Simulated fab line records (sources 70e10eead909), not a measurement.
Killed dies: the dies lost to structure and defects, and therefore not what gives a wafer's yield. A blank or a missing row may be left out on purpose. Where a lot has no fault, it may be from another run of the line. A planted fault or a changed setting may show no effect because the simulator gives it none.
Which tool was responsible? || flow nand-harc || 6 lots with 18 wafers sampled at 5 steps, on a route of 1302 steps

WHAT THE GAUGES READ, wafer by wafer
NHARC_END_SORT_01.
{"lot": "L926", "measured": "day 30 17:33", "on": "prober-02", "killed-at-array": "167 133 121"}

WHAT TOOL EACH LOT RAN ON (gives the tool, then ch and the chambers of the sampled wafers, and finally the start)
{"lot": "L913", "NHARC_A_STAIRCASE_TRIM_224": "rie-diel-02 ch 0,2,3, day 16 16:04", "NHARC_THIN_TSV_STRIP_62": "plasma-asher-01 ch 0,1, day 25 05:16", "NHARC_THIN_TSV_CMP_21": "cmp-02 ch 2,3, day 25 06:59", "NHARC_THIN_TSV_STRIP_56": "plasma-asher-01 ch 0,1, day 25 09:10"}
{"lot": "L917", "NHARC_A_STAIRCASE_TRIM_224": "rie-diel-09 ch 0,1,2, day 18 09:03", "NHARC_THIN_TSV_STRIP_62": "plasma-asher-01 ch 0,1, day 26 19:44", "NHARC_THIN_TSV_CMP_21": "cmp-01 ch 2,3, day 26 21:26", "NHARC_THIN_TSV_STRIP_56": "plasma-asher-01 ch 0,1, day 26 23:45"}
{"lot": "L923", "NHARC_A_STAIRCASE_TRIM_224": "rie-diel-02 ch 1,2,3, day 20 19:12", "NHARC_THIN_TSV_STRIP_62": "plasma-asher-01 ch 0,1, day 28 13:40", "NHARC_THIN_TSV_CMP_21": "cmp-02 ch 0,2,3, day 28 15:22", "NHARC_THIN_TSV_STRIP_56": "plasma-asher-01 ch 0,1, day 28 17:38"}
{"lot": "L926", "NHARC_A_STAIRCASE_TRIM_224": "rie-diel-12 ch 0,1,3, day 22 12:47", "NHARC_THIN_TSV_STRIP_62": "plasma-asher-02 ch 0,1, day 30 06:16", "NHARC_THIN_TSV_CMP_21": "cmp-01 ch 0,1,2, day 30 07:59", "NHARC_THIN_TSV_STRIP_56": "plasma-asher-01 ch 0,1, day 30 10:07"}
{"lot": "L931", "NHARC_A_STAIRCASE_TRIM_224": "rie-diel-02 ch 0,1, day 24 16:31", "NHARC_THIN_TSV_STRIP_62": "plasma-asher-02 ch 0,1, day 32 17:49", "NHARC_THIN_TSV_CMP_21": "cmp-04 ch 1,2, day 32 19:31", "NHARC_THIN_TSV_STRIP_56": "plasma-asher-01 ch 0,1, day 32 21:47"}
{"lot": "L934", "NHARC_A_STAIRCASE_TRIM_224": "rie-diel-09 ch 0,3, day 25 15:56", "NHARC_THIN_TSV_STRIP_62": "plasma-asher-01 ch 0,1, day 32 23:12", "NHARC_THIN_TSV_CMP_21": "cmp-04 ch 0,3, day 33 00:57", "NHARC_THIN_TSV_STRIP_56": "plasma-asher-01 ch 0,1, day 33 03:13"}
- NHARC_A_STAIRCASE_TRIM_224: chemistry O2, time 211.2 s.
- NHARC_THIN_TSV_STRIP_62: strips in N2/H2, time 20 s.
- NHARC_THIN_TSV_CMP_21: polishes, t overpolish 30 s, target thk 2000 nm.
- NHARC_THIN_TSV_STRIP_56: strips in O2.

THE ANSWER, worked out from the rows above alone
Rule: usual is defined by the lots themselves. Put in order of their means at a reading, lots are off if they are a third of the lots or fewer, leave a main group of 4 or more, and stand apart from it by a gap of 3 or more times the standard deviation of the main group's means; of several such gaps the widest counts. A main group is skipped when, at the precision printed for the reading in the tables above, its means are all equal. A lot without any number at a reading at which 4 lots or more have one is off too. Any other lot the step has rows for is counted as sound.
Across all readings shown, no lot is off: no conclusion can be drawn from this.

WHAT THE SIMULATOR HAD INSERTED
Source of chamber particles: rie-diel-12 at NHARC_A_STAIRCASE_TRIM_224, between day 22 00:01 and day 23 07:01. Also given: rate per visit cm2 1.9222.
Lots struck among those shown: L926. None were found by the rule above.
